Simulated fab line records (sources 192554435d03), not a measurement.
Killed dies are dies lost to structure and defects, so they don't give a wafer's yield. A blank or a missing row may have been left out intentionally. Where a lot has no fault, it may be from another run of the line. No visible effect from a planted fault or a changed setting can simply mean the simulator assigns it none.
Matching of chambers || flow n5 finfet || 3 sister chambers for N5_BEOL_M8_PECVD_70 on pecvd-01
The step deposits SiO2 from TEOS/O2, target thk 20 nm, time 22.7 s. 3 wafers are shown with their chamber, then 12 later ones without.

WAFERS PAIRED WITH THEIR CHAMBERS
{"wafer": "L088.4", "chamber": 2, "showerhead plenum p Torr (Torr)": 8.74}
{"wafer": "L090.1", "chamber": 0, "showerhead plenum p Torr (Torr)": 8.77}
{"wafer": "L090.5", "chamber": 1, "showerhead plenum p Torr (Torr)": 8.83}

WAFERS WITHOUT THEIR CHAMBER
{"wafer": "L091.3", "showerhead plenum p Torr (Torr)": 8.73}
{"wafer": "L091.5", "showerhead plenum p Torr (Torr)": 8.77}
{"wafer": "L091.6", "showerhead plenum p Torr (Torr)": 8.84}
{"wafer": "L094.3", "showerhead plenum p Torr (Torr)": 8.74}
{"wafer": "L094.5", "showerhead plenum p Torr (Torr)": 8.77}
{"wafer": "L094.6", "showerhead plenum p Torr (Torr)": 8.83}
{"wafer": "L097.1", "showerhead plenum p Torr (Torr)": 8.86}
{"wafer": "L097.3", "showerhead plenum p Torr (Torr)": 8.79}
{"wafer": "L097.6", "showerhead plenum p Torr (Torr)": 8.78}
{"wafer": "L096.1", "showerhead plenum p Torr (Torr)": 8.83}
{"wafer": "L096.4", "showerhead plenum p Torr (Torr)": 8.77}
{"wafer": "L096.5", "showerhead plenum p Torr (Torr)": 8.74}

WHICH CHAMBER EACH WENT THROUGH
{"wafer": "L091.3", "from the rows above": 2, "in truth": 2}
{"wafer": "L091.5", "from the rows above": 0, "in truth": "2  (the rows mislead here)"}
{"wafer": "L091.6", "from the rows above": 1, "in truth": 1}
{"wafer": "L094.3", "from the rows above": 2, "in truth": 2}
{"wafer": "L094.5", "from the rows above": 0, "in truth": 0}
{"wafer": "L094.6", "from the rows above": 1, "in truth": 1}
{"wafer": "L097.1", "from the rows above": 1, "in truth": 1}
{"wafer": "L097.3", "from the rows above": "can't be placed: 0 or 1", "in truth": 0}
{"wafer": "L097.6", "from the rows above": 0, "in truth": 0}
{"wafer": "L096.1", "from the rows above": 1, "in truth": 1}
{"wafer": "L096.4", "from the rows above": 0, "in truth": 0}
{"wafer": "L096.5", "from the rows above": 2, "in truth": 2}
Correctly placed: 10 of 12. Not placeable from these rows: 1 (in 1, the candidates include the true chamber). Placed wrongly: 1.
How it was worked out, from the rows above alone: a wafer's distance from a chamber is the root of the sum, over the readings, of the square of ((its reading less the chamber's mean) divided by the reading's scatter). The wafer belongs to the nearest chamber; if the next one is less than 2 further off, it can't be placed. A chamber's mean is the mean of its shown wafers. The scatter: root of mean squared gap, hidden wafer to nearest shown wafer, with one shown wafer a chamber.
